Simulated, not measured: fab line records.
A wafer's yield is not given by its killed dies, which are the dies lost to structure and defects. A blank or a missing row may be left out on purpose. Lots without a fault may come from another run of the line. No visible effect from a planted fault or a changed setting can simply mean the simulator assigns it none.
Which tool is to blame? + flow nand_harc + 66 wafers from 22 lots sampled at 6 of the route's 1159 steps

WHAT EACH GAUGE READ, for each wafer
No reading from a measuring or inspecting step in the record can be judged against a usual standard deviation.

TOOL THAT RAN EACH LOT (tool first, then ch and the chambers of the sampled wafers, then the start)
| lot  | NHARC_A_CONTACT_ETCH_130             | NHARC_A_CONTACT_DESCUM_13          | NHARC_A_CONTACT_ETCH_88            | NHARC_A_CONTACT_ETCH_89                       | NHARC_A_CONTACT_ETCH_110           | NHARC_A_BLC_ETCH_18            |
|------|--------------------------------------|------------------------------------|------------------------------------|-----------------------------------------------|------------------------------------|--------------------------------|
| L074 | har_cap_etch-01 ch 0,1, day 16 15:17 | rie_diel-01 ch 0,3, day 16 20:25   | rie_diel-01 ch 0,1,2, day 16 20:30 | rie_diel-01 ch 2,3, day 16 23:08 or earlier   | rie_diel-01 ch 1,2,3, day 16 23:08 | rie_diel-05 ch 1,2, no start   |
| L077 | har_cap_etch-03 ch 0,1, day 17 01:24 | rie_diel-01 ch 0,3, day 17 05:51   | rie_diel-01 ch 0,1,3, day 17 05:56 | rie_diel-01 ch 0,1,2, day 17 09:07 or earlier | rie_diel-12 ch 1,3, day 17 09:07   | rie_diel-06 ch 1,2, no start   |
| L075 | har_cap_etch-02 ch 0,1, day 17 03:26 | rie_diel-01 ch 1,2,3, day 17 07:37 | rie_diel-01 ch 0,2, day 17 07:41   | rie_diel-01 ch 0,3, day 17 10:13 or earlier   | rie_diel-01 ch 0,2,3, day 17 10:13 | rie_diel-05 ch 1,3, no start   |
| L076 | har_cap_etch-02 ch 0,1, day 17 08:20 | rie_diel-01 ch 1,2,3, day 17 15:56 | rie_diel-01 ch 0,1,3, day 17 16:04 | rie_diel-01 ch 0,1,3, day 17 18:46 or earlier | rie_diel-12 ch 0,2,3, day 17 18:46 | rie_diel-05 ch 1,2,3, no start |
| L078 | har_cap_etch-03 ch 0,1, day 17 11:11 | rie_diel-01 ch 0,2,3, day 17 17:43 | rie_diel-01 ch 0,1,3, day 17 17:49 | rie_diel-01 ch 1,2,3, day 17 20:26 or earlier | rie_diel-01 ch 0,1,2, day 17 20:26 | rie_diel-06 ch 0,1,2, no start |
| L080 | har_cap_etch-01 ch 1, day 18 04:35   | rie_diel-01 ch 0,2,3, day 18 12:20 | rie_diel-01 ch 0,2,3, day 18 12:24 | rie_diel-01 ch 1,2, day 18 15:16 or earlier   | rie_diel-01 ch 1,2, day 18 15:16   | rie_diel-05 ch 1,3, no start   |
| L079 | har_cap_etch-03 ch 0,1, day 18 06:35 | rie_diel-12 ch 2,3, day 18 18:17   | rie_diel-12 ch 1,2,3, day 18 18:23 | rie_diel-12 ch 1,2,3, day 19 00:56 or earlier | rie_diel-01 ch 2,3, day 19 00:56   | rie_diel-05 ch 1,2, no start   |
| L081 | har_cap_etch-02 ch 0,1, day 18 19:00 | rie_diel-02 ch 0,2,3, day 18 23:22 | rie_diel-02 ch 0,1,2, day 18 23:26 | rie_diel-02 ch 2,3, day 19 02:11 or earlier   | rie_diel-01 ch 0,2,3, day 19 02:11 | rie_diel-06 ch 2,3, no start   |
| L083 | har_cap_etch-03 ch 0,1, day 18 20:50 | rie_diel-02 ch 0,1,3, day 19 01:44 | rie_diel-02 ch 0,1,2, day 19 01:49 | rie_diel-02 ch 0,2,3, day 19 04:20 or earlier | rie_diel-01 ch 1,2,3, day 19 04:20 | rie_diel-06 ch 1,2,3, no start |
| L082 | har_cap_etch-01 ch 0,1, day 19 07:28 | rie_diel-02 ch 0,2,3, day 19 12:47 | rie_diel-02 ch 0,1,2, day 19 12:52 | rie_diel-02 ch 0,1,3, day 19 15:25 or earlier | rie_diel-01 ch 0,3, day 19 15:25   | rie_diel-05 ch 1,2,3, no start |
| L087 | har_cap_etch-01 ch 1, day 19 20:19   | rie_diel-01 ch 2,3, day 20 01:14   | rie_diel-01 ch 0,2, day 20 01:19   | rie_diel-01 ch 2,3, day 20 04:05 or earlier   | rie_diel-01 ch 1,2, day 20 04:05   | rie_diel-11 ch 0,1,2, no start |
| L085 | har_cap_etch-03 ch 0,1, day 19 22:27 | rie_diel-01 ch 0,3, day 20 03:05   | rie_diel-01 ch 0,2, day 20 03:11   | rie_diel-01 ch 1,2, day 20 05:48 or earlier   | rie_diel-02 ch 0,2,3, day 20 05:48 | rie_diel-06 ch 0,1, no start   |
| L086 | har_cap_etch-03 ch 0,1, day 20 05:18 | rie_diel-01 ch 1,2, day 20 09:55   | rie_diel-01 ch 2,3, day 20 10:00   | rie_diel-01 ch 1,2, day 20 12:41 or earlier   | rie_diel-02 ch 0,1, day 20 12:41   | rie_diel-06 ch 0,1,2, no start |
| L090 | har_cap_etch-02 ch 0,1, day 20 16:49 | rie_diel-12 ch 0,3, day 20 23:28   | rie_diel-12 ch 0,1, day 20 23:33   | rie_diel-12 ch 2,3, day 21 02:04 or earlier   | rie_diel-01 ch 2,3, day 21 02:04   | rie_diel-05 ch 1,2, no start   |
| L088 | har_cap_etch-03 ch 0,1, day 20 18:34 | rie_diel-12 ch 0,3, day 21 00:49   | rie_diel-12 ch 1,2, day 21 00:55   | rie_diel-12 ch 0,1,3, day 21 03:25 or earlier | rie_diel-02 ch 1,2, day 21 03:25   | rie_diel-05 ch 0,1,2, no start |
| L091 | har_cap_etch-02 ch 0, day 21 06:31   | rie_diel-12 ch 0,1,3, day 21 12:39 | rie_diel-12 ch 0,2,3, day 21 12:44 | rie_diel-12 ch 0,2,3, day 21 15:20 or earlier | rie_diel-02 ch 0,1,2, day 21 15:20 | rie_diel-06 ch 0,1,3, no start |
| L092 | har_cap_etch-03 ch 0,1, day 21 08:33 | rie_diel-02 ch 0,2,3, day 21 13:01 | rie_diel-02 ch 0,1,2, day 21 13:06 | rie_diel-02 ch 0,2,3, day 21 15:40 or earlier | rie_diel-12 ch 1,2,3, day 21 15:40 | rie_diel-11 ch 0,1,3, no start |
| L094 | har_cap_etch-03 ch 0,1, day 21 22:17 | rie_diel-12 ch 0,1,3, day 22 03:46 | rie_diel-12 ch 0,2,3, day 22 03:50 | rie_diel-12 ch 1,2,3, day 22 06:49 or earlier | rie_diel-01 ch 1,2,3, day 22 06:49 | rie_diel-05 ch 0,2,3, no start |
| L093 | har_cap_etch-02 ch 0,1, day 22 01:36 | rie_diel-01 ch 2,3, day 22 06:15   | rie_diel-01 ch 0,2,3, day 22 06:25 | rie_diel-01 ch 0,1,3, day 22 09:26 or earlier | rie_diel-01 ch 1,2,3, day 22 09:26 | rie_diel-05 ch 0,2,3, no start |
| L095 | har_cap_etch-01 ch 0,1, day 22 03:50 | rie_diel-12 ch 0,1,3, day 22 08:10 | rie_diel-12 ch 0,2,3, day 22 08:15 | rie_diel-12 ch 0,1,3, day 22 10:49 or earlier | rie_diel-12 ch 0,3, day 22 10:49   | rie_diel-11 ch 0,1,3, no start |
| L096 | har_cap_etch-03 ch 0,1, day 22 23:43 | rie_diel-01 ch 0,1,2, day 23 07:19 | rie_diel-01 ch 0,1,2, day 23 07:25 | rie_diel-01 ch 1,3, day 23 09:57 or earlier   | rie_diel-02 ch 0,1, day 23 09:57   | rie_diel-06 ch 0,2,3, no start |
| L097 | har_cap_etch-03 ch 0,1, day 23 14:08 | rie_diel-01 ch 1,2, day 23 23:38   | rie_diel-01 ch 0,1, day 24 00:04   | rie_diel-01 ch 2,3, day 24 02:40 or earlier   | rie_diel-01 ch 2,3, day 24 02:40   | rie_diel-05 ch 1,2,3, no start |
- NHARC_A_CONTACT_ETCH_130: etches the open film in C4F8/O2/Ar, time 155 s, target depth 956 nm.
- NHARC_A_CONTACT_DESCUM_13: chemistry O2, time 3 s.
- NHARC_A_CONTACT_ETCH_88: etches the open film in CF4, target depth 39 nm, time 65 s.
- NHARC_A_CONTACT_ETCH_89: etches the open film in N2/H2, target depth 260 nm, time 475.3 s.
- NHARC_A_CONTACT_ETCH_110: etches the open film in CF4/O2, target depth 50 nm, overetch 5 nm, time 27.5 s.
- NHARC_A_BLC_ETCH_18: etches the open film in C4F8/O2/Ar, target depth 910 nm.

AS READ BY THE TOOLS THEMSELVES (means over the sampled wafers that have a number; for cases with no such wafer, the mark the record gives instead)
NHARC_A_CONTACT_DESCUM_13. Usual: drypump_motor_current_A 5.7 A, standard deviation 0.5; oes_product_au 1.001 a.u., standard deviation 0.01; rf_vpp_V 57.7 V, standard deviation 0.84; showerhead_plenum_p_Torr 1.90 Torr, standard deviation 0.068; throttle_valve_pct 11.311 %, standard deviation 0.0086.
| lot  | tool        | drypump_motor_current_A (A) | oes_product_au (a.u.) | rf_vpp_V (V) | showerhead_plenum_p_Torr (Torr) | throttle_valve_pct (%) | flag |
|------|-------------|-----------------------------|-----------------------|--------------|---------------------------------|------------------------|------|
| L074 | rie_diel-01 | 5.8                         | 0.993                 | 57.0         | 1.88                            | 11.320                 |      |
| L077 | rie_diel-01 | 5.8                         | 1.013                 | 58.3         | 1.88                            | 11.308                 |      |
| L075 | rie_diel-01 | 5.6                         | 1.004                 | 58.5         | 1.90                            | 11.308                 |      |
| L076 | rie_diel-01 | 5.6                         | 1.000                 | 58.3         | 1.90                            | 11.313                 |      |
| L078 | rie_diel-01 | 5.7                         | 1.007                 | 57.0         | 1.86                            | 11.311                 |      |
| L080 | rie_diel-01 | 5.7                         | 1.003                 | 56.8         | 1.86                            | 11.315                 |      |
| L079 | rie_diel-12 | 5.8                         | 1.002                 | 57.6         | 1.83                            | 11.310                 |      |
| L081 | rie_diel-02 | 6.0                         | 0.990                 | 57.3         | 1.96                            | 11.311                 |      |
| L083 | rie_diel-02 | 6.4                         | 0.989                 | 57.3         | 1.90                            | 11.312                 |      |
| L082 | rie_diel-02 | 6.0                         | 1.002                 | 57.9         | 1.96                            | 11.316                 |      |
| L087 | rie_diel-01 | 5.8                         | 0.998                 | 58.1         | 1.85                            | 11.303                 |      |
| L085 | rie_diel-01 | 5.9                         | 0.993                 | 57.5         | 1.88                            | 11.312                 |      |
| L086 | rie_diel-01 | 5.2                         | 1.000                 | 57.6         | 1.89                            | 11.305                 |      |
| L090 | rie_diel-12 | 6.1                         | 0.998                 | 57.8         | 1.84                            | 11.311                 |      |
| L088 | rie_diel-12 | 6.4                         | 0.995                 | 57.9         | 1.86                            | 11.307                 |      |
| L091 | rie_diel-12 | 6.0                         | 1.005                 | 57.2         | 1.88                            | 11.307                 |      |
| L092 | rie_diel-02 | 6.0                         | 1.005                 | 57.2         | 1.96                            | 11.297                 |      |
| L094 | rie_diel-12 | 6.0                         | 1.008                 | 56.7         | 1.88                            | 11.317                 |      |
| L093 | rie_diel-01 | 5.5                         | 1.009                 | 57.9         | 1.84                            | 11.302                 |      |
| L095 | rie_diel-12 | 6.0                         | 1.009                 | 57.5         | 1.88                            | 11.319                 |      |
| L096 | rie_diel-01 | 5.4                         | 1.015                 | 58.0         | 1.90                            | 11.306                 |      |
| L097 | rie_diel-01 | 5.3                         | 1.006                 | 57.9         | 1.94                            | 11.311                 |      |

NHARC_A_CONTACT_ETCH_88. Usual: drypump_motor_current_A 5.8 A, standard deviation 0.51; oes_product_au 1.002 a.u., standard deviation 0.0092; rf_vpp_V 151.0 V, standard deviation 1.2; showerhead_plenum_p_Torr 1.75 Torr, standard deviation 0.056; throttle_valve_pct 13.283 %, standard deviation 0.0091.
| lot  | tool        | drypump_motor_current_A (A) | oes_product_au (a.u.) | rf_vpp_V (V) | showerhead_plenum_p_Torr (Torr) | throttle_valve_pct (%) | flag |
|------|-------------|-----------------------------|-----------------------|--------------|---------------------------------|------------------------|------|
| L074 | rie_diel-01 | 5.4                         | 1.003                 | 150.9        | 1.77                            | 13.279                 |      |
| L077 | rie_diel-01 | 5.7                         | 0.995                 | 151.4        | 1.77                            | 13.277                 |      |
| L075 | rie_diel-01 | 5.3                         | 1.009                 | 150.8        | 1.72                            | 13.280                 |      |
| L076 | rie_diel-01 | 5.8                         | 1.003                 | 151.9        | 1.77                            | 13.277                 |      |
| L078 | rie_diel-01 | 5.7                         | 1.006                 | 150.6        | 1.77                            | 13.288                 |      |
| L080 | rie_diel-01 | 5.7                         | 1.000                 | 150.9        | 1.72                            | 13.283                 |      |
| L079 | rie_diel-12 | 5.6                         | 1.005                 | 150.2        | 1.73                            | 13.276                 |      |
| L081 | rie_diel-02 | 6.2                         | 1.000                 | 151.6        | 1.78                            | 13.286                 |      |
| L083 | rie_diel-02 | 6.2                         | 1.001                 | 151.5        | 1.78                            | 13.279                 |      |
| L082 | rie_diel-02 | 6.2                         | 1.001                 | 151.2        | 1.78                            | 13.274                 |      |
| L087 | rie_diel-01 | 5.3                         | 1.019                 | 149.6        | 1.72                            | 13.283                 |      |
| L085 | rie_diel-01 | 5.5                         | 0.997                 | 151.4        | 1.74                            | 13.284                 |      |
| L086 | rie_diel-01 | 5.5                         | 1.006                 | 150.0        | 1.71                            | 13.285                 |      |
| L090 | rie_diel-12 | 6.3                         | 1.004                 | 150.8        | 1.75                            | 13.289                 |      |
| L088 | rie_diel-12 | 5.5                         | 1.004                 | 149.9        | 1.72                            | 13.274                 |      |
| L091 | rie_diel-12 | 6.1                         | 1.007                 | 150.2        | 1.70                            | 13.278                 |      |
| L092 | rie_diel-02 | 6.2                         | 0.995                 | 152.5        | 1.77                            | 13.282                 |      |
| L094 | rie_diel-12 | 6.0                         | 1.001                 | 151.0        | 1.70                            | 13.284                 |      |
| L093 | rie_diel-01 | 5.7                         | 1.011                 | 150.7        | 1.72                            | 13.283                 |      |
| L095 | rie_diel-12 | 6.0                         | 0.999                 | 149.9        | 1.70                            | 13.286                 |      |
| L096 | rie_diel-01 | 5.4                         | 1.003                 | 150.9        | 1.76                            | 13.284                 |      |
| L097 | rie_diel-01 | 5.5                         | 1.008                 | 152.0        | 1.80                            | 13.285                 |      |

NHARC_A_CONTACT_ETCH_89. Usual: drypump_motor_current_A 5.8 A, standard deviation 0.49; oes_product_au 1.003 a.u., standard deviation 0.0094; rf_vpp_V 429.8 V, standard deviation 2.2; showerhead_plenum_p_Torr 2.01 Torr, standard deviation 0.074; throttle_valve_pct 14.171 %, standard deviation 0.0086.
| lot  | tool        | drypump_motor_current_A (A) | oes_product_au (a.u.) | rf_vpp_V (V) | showerhead_plenum_p_Torr (Torr) | throttle_valve_pct (%) | flag |
|------|-------------|-----------------------------|-----------------------|--------------|---------------------------------|------------------------|------|
| L074 | rie_diel-01 | 5.8                         | 0.999                 | 428.7        | 1.97                            | 14.164                 |      |
| L077 | rie_diel-01 | 5.4                         | 1.004                 | 430.5        | 2.04                            | 14.165                 |      |
| L075 | rie_diel-01 | 5.9                         | 0.998                 | 429.9        | 2.00                            | 14.170                 |      |
| L076 | rie_diel-01 | 5.7                         | 0.997                 | 430.4        | 2.04                            | 14.174                 |      |
| L078 | rie_diel-01 | 5.6                         | 1.002                 | 430.4        | 2.02                            | 14.172                 |      |
| L080 | rie_diel-01 | 5.2                         | 1.005                 | 430.4        | 2.02                            | 14.176                 |      |
| L079 | rie_diel-12 | 5.6                         | 1.011                 | 429.0        | 1.99                            | 14.170                 |      |
| L081 | rie_diel-02 | 5.7                         | 0.997                 | 433.5        | 2.17                            | 14.176                 |      |
| L083 | rie_diel-02 | 6.0                         | 0.999                 | 430.9        | 2.09                            | 14.175                 |      |
| L082 | rie_diel-02 | 6.5                         | 0.997                 | 429.9        | 2.02                            | 14.176                 |      |
| L087 | rie_diel-01 | 5.8                         | 1.000                 | 428.8        | 1.97                            | 14.175                 |      |
| L085 | rie_diel-01 | 5.2                         | 1.006                 | 429.8        | 2.02                            | 14.167                 |      |
| L086 | rie_diel-01 | 5.2                         | 1.013                 | 428.9        | 2.01                            | 14.164                 |      |
| L090 | rie_diel-12 | 5.8                         | 0.999                 | 426.7        | 1.93                            | 14.174                 |      |
| L088 | rie_diel-12 | 6.0                         | 1.013                 | 429.4        | 2.00                            | 14.175                 |      |
| L091 | rie_diel-12 | 6.1                         | 0.992                 | 427.7        | 1.95                            | 14.172                 |      |
| L092 | rie_diel-02 | 6.0                         | 1.005                 | 432.4        | 2.09                            | 14.174                 |      |
| L094 | rie_diel-12 | 5.6                         | 1.003                 | 428.3        | 1.98                            | 14.168                 |      |
| L093 | rie_diel-01 | 5.8                         | 1.007                 | 429.9        | 2.03                            | 14.175                 |      |
| L095 | rie_diel-12 | 6.0                         | 1.017                 | 428.4        | 2.00                            | 14.163                 |      |
| L096 | rie_diel-01 | 5.9                         | 0.999                 | 430.5        | 2.01                            | 14.168                 |      |
| L097 | rie_diel-01 | 5.8                         | 1.014                 | 428.0        | 1.96                            | 14.177                 |      |

NHARC_A_CONTACT_ETCH_110. Usual: drypump_motor_current_A 5.8 A, standard deviation 0.51; oes_o_777_au 1.000 a.u., standard deviation 0.0048; oes_product_au 1.000 a.u., standard deviation 0.01; rf_vpp_V 197.5 V, standard deviation 1.2; showerhead_plenum_p_Torr 1.32 Torr, standard deviation 0.045; throttle_valve_pct 13.397 %, standard deviation 0.0092.
| lot  | tool        | drypump_motor_current_A (A) | oes_o_777_au (a.u.) | oes_product_au (a.u.) | rf_vpp_V (V) | showerhead_plenum_p_Torr (Torr) | throttle_valve_pct (%) | flag |
|------|-------------|-----------------------------|---------------------|-----------------------|--------------|---------------------------------|------------------------|------|
| L074 | rie_diel-01 | 5.6                         | 1.003               | 0.999                 | 197.4        | 1.32                            | 13.401                 |      |
| L077 | rie_diel-12 | 5.7                         | 1.001               | 1.001                 | 196.7        | 1.31                            | 13.405                 |      |
| L075 | rie_diel-01 | 5.7                         | 0.995               | 1.005                 | 197.3        | 1.30                            | 13.387                 |      |
| L076 | rie_diel-12 | 6.1                         | 1.002               | 0.998                 | 196.1        | 1.29                            | 13.394                 |      |
| L078 | rie_diel-01 | 5.4                         | 0.994               | 1.002                 | 197.2        | 1.33                            | 13.399                 |      |
| L080 | rie_diel-01 | 5.2                         | 1.006               | 1.004                 | 197.3        | 1.32                            | 13.399                 |      |
| L079 | rie_diel-01 | 5.8                         | 1.001               | 0.999                 | 197.1        | 1.29                            | 13.399                 |      |
| L081 | rie_diel-01 | 5.7                         | 0.998               | 1.009                 | 196.6        | 1.30                            | 13.399                 |      |
| L083 | rie_diel-01 | 5.6                         | 0.998               | 0.996                 | 197.7        | 1.32                            | 13.400                 |      |
| L082 | rie_diel-01 | 6.0                         | 1.005               | 0.998                 | 197.5        | 1.30                            | 13.405                 |      |
| L087 | rie_diel-01 | 5.3                         | 0.994               | 1.002                 | 198.1        | 1.36                            | 13.397                 |      |
| L085 | rie_diel-02 | 6.0                         | 0.998               | 0.994                 | 198.8        | 1.36                            | 13.397                 |      |
| L086 | rie_diel-02 | 6.6                         | 1.001               | 0.985                 | 196.8        | 1.29                            | 13.401                 |      |
| L090 | rie_diel-01 | 5.5                         | 1.000               | 1.008                 | 197.3        | 1.29                            | 13.397                 |      |
| L088 | rie_diel-02 | 5.8                         | 1.004               | 0.997                 | 198.1        | 1.39                            | 13.398                 |      |
| L091 | rie_diel-02 | 6.2                         | 1.000               | 0.996                 | 197.6        | 1.34                            | 13.397                 |      |
| L092 | rie_diel-12 | 5.6                         | 1.002               | 1.002                 | 196.8        | 1.30                            | 13.386                 |      |
| L094 | rie_diel-01 | 5.6                         | 1.001               | 1.007                 | 197.7        | 1.32                            | 13.405                 |      |
| L093 | rie_diel-01 | 5.6                         | 1.001               | 1.000                 | 197.0        | 1.32                            | 13.405                 |      |
| L095 | rie_diel-12 | 6.2                         | 0.999               | 1.001                 | 196.6        | 1.29                            | 13.388                 |      |
| L096 | rie_diel-02 | 6.7                         | 1.000               | 1.007                 | 196.9        | 1.29                            | 13.403                 |      |
| L097 | rie_diel-01 | 5.8                         | 0.995               | 1.013                 | 197.2        | 1.29                            | 13.395                 |      |

NHARC_A_BLC_ETCH_18. Usual: oes_product_au 0.952 a.u., standard deviation 0.023; rf_vpp_V 980 V, standard deviation 5.8.
| lot  | tool        | oes_product_au (a.u.) | rf_vpp_V (V) | flag |
|------|-------------|-----------------------|--------------|------|
| L074 | rie_diel-05 | 0.961                 | 982          |      |
| L077 | rie_diel-06 | 0.960                 | 982          |      |
| L075 | rie_diel-05 | 0.972                 | 984          |      |
| L076 | rie_diel-05 | 0.973                 | 985          |      |
| L078 | rie_diel-06 | 0.984                 | 980          |      |
| L080 | rie_diel-05 | 0.928                 | 981          |      |
| L079 | rie_diel-05 | 0.924                 | 984          |      |
| L081 | rie_diel-06 | 0.968                 | 981          |      |
| L083 | rie_diel-06 | 0.960                 | 980          |      |
| L082 | rie_diel-05 | 0.939                 | 984          |      |
| L087 | rie_diel-11 | 0.958                 | 980          |      |
| L085 | rie_diel-06 | 0.961                 | 981          |      |
| L086 | rie_diel-06 | 0.968                 | 979          |      |
| L090 | rie_diel-05 | 0.915                 | 984          |      |
| L088 | rie_diel-05 | 0.929                 | 978          |      |
| L091 | rie_diel-06 | 0.925                 | 982          |      |
| L092 | rie_diel-11 | 0.970                 | 982          |      |
| L094 | rie_diel-05 | 0.933                 | 981          |      |
| L093 | rie_diel-05 | 0.924                 | 981          |      |
| L095 | rie_diel-11 | 0.921                 | 980          |      |
| L096 | rie_diel-06 | 0.973                 | 979          |      |
| L097 | rie_diel-05 | 0.969                 | 984          |      |

THE ANSWER, worked out from the rows above alone
Rule: lot off if the mean of its wafers having a number is beyond 3 standard deviations from the usual mean. Also off: a lot with no number at a reading for which 4 or more lots have one. All remaining lots with rows at the step are treated as sound. The gauges are gone through in route order, then the tools' own readings, and for those a lot's mean is taken as printed above. At the first step where some lot is off, the reading lying furthest off is the one used; lots without a number count as furthest.
No lot is off at any reading shown: from this, nothing can be told.

WHAT WAS PUT IN BY THE SIMULATOR
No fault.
